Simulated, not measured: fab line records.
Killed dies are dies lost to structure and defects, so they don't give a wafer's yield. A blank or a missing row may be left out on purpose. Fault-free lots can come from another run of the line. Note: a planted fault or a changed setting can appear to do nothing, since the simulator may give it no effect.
Split-lot study + flow n5_finfet + route with 1938 steps; 7 lots, 21 wafers read

THE SPLIT ITSELF
At N5_ZERO_LAYER_COAT_05 (resist thk 1000 nm), the setting spin_rpm was moved away from the recipe's 1500 rpm on 10 of the 21 wafers read, by -5.5% to +8.1%. All remaining wafers had this setting at the recipe value.

FROM THE SPLIT TO THE READING: what the file shows between them, 4 steps
- N5_ZERO_LAYER_DEVELOP_10: develop time 60 s (also split here: develop_time_s)
- N5_ZERO_LAYER_HARDBAKE_23: time 120 s
- N5_ZERO_LAYER_DESCUM_16: chemistry O2, time 7.9 s
- N5_ZERO_LAYER_ETCH_17: etches SiO2 in CF4, target depth 12 nm, time 13.3 s

THE READING
coat_of_ZERO_LAYER_COAT_05.thk_nm (the simulator's own value, which no gauge read), in nm, at N5_ZERO_LAYER_ETCH_18 (etches Si in HBr/Cl2, target depth 120 nm, time 40 s). There is no usual value for it anywhere in the file. Across the 11 wafers here that went through the recipe, the average is 930.7 nm and the standard deviation 2.7 nm.

| wafer  | tool, chamber at the split | spin_rpm as run, rpm | against the recipe | coat_of_ZERO_LAYER_COAT_05.thk_nm, nm | against lot-mates on the recipe |
|--------|----------------------------|----------------------|--------------------|---------------------------------------|---------------------------------|
| L078.1 | litho_track-03, 0          | 1500                 | recipe             | 927.4                                 | -                               |
| L078.4 | litho_track-03, 0          | 1593                 | +6.2%              | 901.9                                 | -25.5                           |
| L078.5 | litho_track-03, 0          | 1593                 | +6.2%              | 903.4                                 | -24.0                           |
| L080.3 | litho_track-03, 0          | 1432                 | -4.5%              | 956.4                                 | +23.3                           |
| L080.4 | litho_track-03, 0          | 1500                 | recipe             | 933.1                                 | -                               |
| L080.6 | litho_track-03, 0          | 1432                 | -4.5%              | 955.9                                 | +22.8                           |
| L081.2 | litho_track-04, 0          | 1417                 | -5.5%              | 956.3                                 | +27.6                           |
| L081.3 | litho_track-04, 0          | 1500                 | recipe             | 928.7                                 | -                               |
| L081.5 | litho_track-04, 0          | 1417                 | -5.5%              | 959.2                                 | +30.5                           |
| L088.1 | litho_track-01, 0          | 1598                 | +6.5%              | 895.1                                 | -31.7                           |
| L088.3 | litho_track-01, 0          | 1500                 | recipe             | 926.8                                 | -                               |
| L088.5 | litho_track-01, 0          | 1598                 | +6.5%              | 894.3                                 | -32.5                           |
| L091.1 | litho_track-04, 0          | 1500                 | recipe             | 934                                   | -                               |
| L091.2 | litho_track-04, 0          | 1500                 | recipe             | 934.4                                 | -                               |
| L091.6 | litho_track-04, 0          | 1500                 | recipe             | 933.4                                 | -                               |
| L093.1 | litho_track-03, 0          | 1500                 | recipe             | 929.9                                 | -                               |
| L093.2 | litho_track-03, 0          | 1500                 | recipe             | 931                                   | -                               |
| L093.4 | litho_track-03, 0          | 1500                 | recipe             | 931.3                                 | -                               |
| L096.2 | litho_track-03, 0          | 1500                 | recipe             | 927.6                                 | -                               |
| L096.5 | litho_track-03, 0          | 1622                 | +8.1%              | 891.7                                 | -35.9                           |
| L096.6 | litho_track-03, 0          | 1622                 | +8.1%              | 895.8                                 | -31.8                           |

THE FIT
A straight line over all 21 wafers: coat_of_ZERO_LAYER_COAT_05.thk_nm changes by -4.94 nm for each +1% of spin_rpm; r = -0.99; the points scatter about the line by 3 nm.
The same after taking each lot's own level away (the mean of its wafers on the recipe; 21 wafers): -4.61 nm for each +1%; r = -0.99; scatter 2.2 nm.
The reading moves by 38 nm for the largest change in spin_rpm, on that fit.
Measured against the standard deviation above, the lots' own levels, which go from 926.80 to 933.93 nm, span 2.7 times it.
Hence the lot-to-lot level has little effect on the slope; both slopes agree.
Check: for one of the wafers moved furthest among these (+8.1%), held out of the fit, the line's prediction against its lot-mates is -36.6 nm. It came out at -35.9 nm against them.

THESE WAFERS: OTHER SPLITS
These wafers also went through other splits before the reading. Each is held against what the fit with the lots' levels taken away leaves over:
| other split on the same wafers          | wafers away from the commonest value | r with coat_of_ZERO_LAYER_COAT_05.thk_nm (lot level and that fit taken away) |
|-----------------------------------------|--------------------------------------|------------------------------------------------------------------------------|
| N5_ZERO_LAYER_DEVELOP_10 develop_time_s | 7                                    | -0.16                                                                        |

THE WHOLE CHAIN: every reading that the file lists as answering this split, in the file's order
| step                   | what it does                                         | reading                                                                            | change (the file's fit)              | r (the file's) |
|------------------------|------------------------------------------------------|------------------------------------------------------------------------------------|--------------------------------------|----------------|
| N5_ZERO_LAYER_COAT_05  | resist thk 1000 nm                                   | coat_of_ZERO_LAYER_COAT_05.thk_nm (the simulator's own value, which no gauge read) | -4.58 nm for each +1% of the setting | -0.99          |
| N5_ZERO_LAYER_ETCH_18  | etches Si in HBr/Cl2, target depth 120 nm, time 40 s | coat_of_ZERO_LAYER_COAT_05.thk_nm (the simulator's own value, which no gauge read) | -4.55 nm for each +1% of the setting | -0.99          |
| N5_ZERO_LAYER_STRIP_24 | strips in O2                                         | strip_time_to_endpoint_s                                                           | withheld for each +1% of the setting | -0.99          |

THE FILE'S OWN FIT
coat_of_ZERO_LAYER_COAT_05.thk_nm changes by -4.55 nm for each +1% of spin_rpm, r = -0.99.
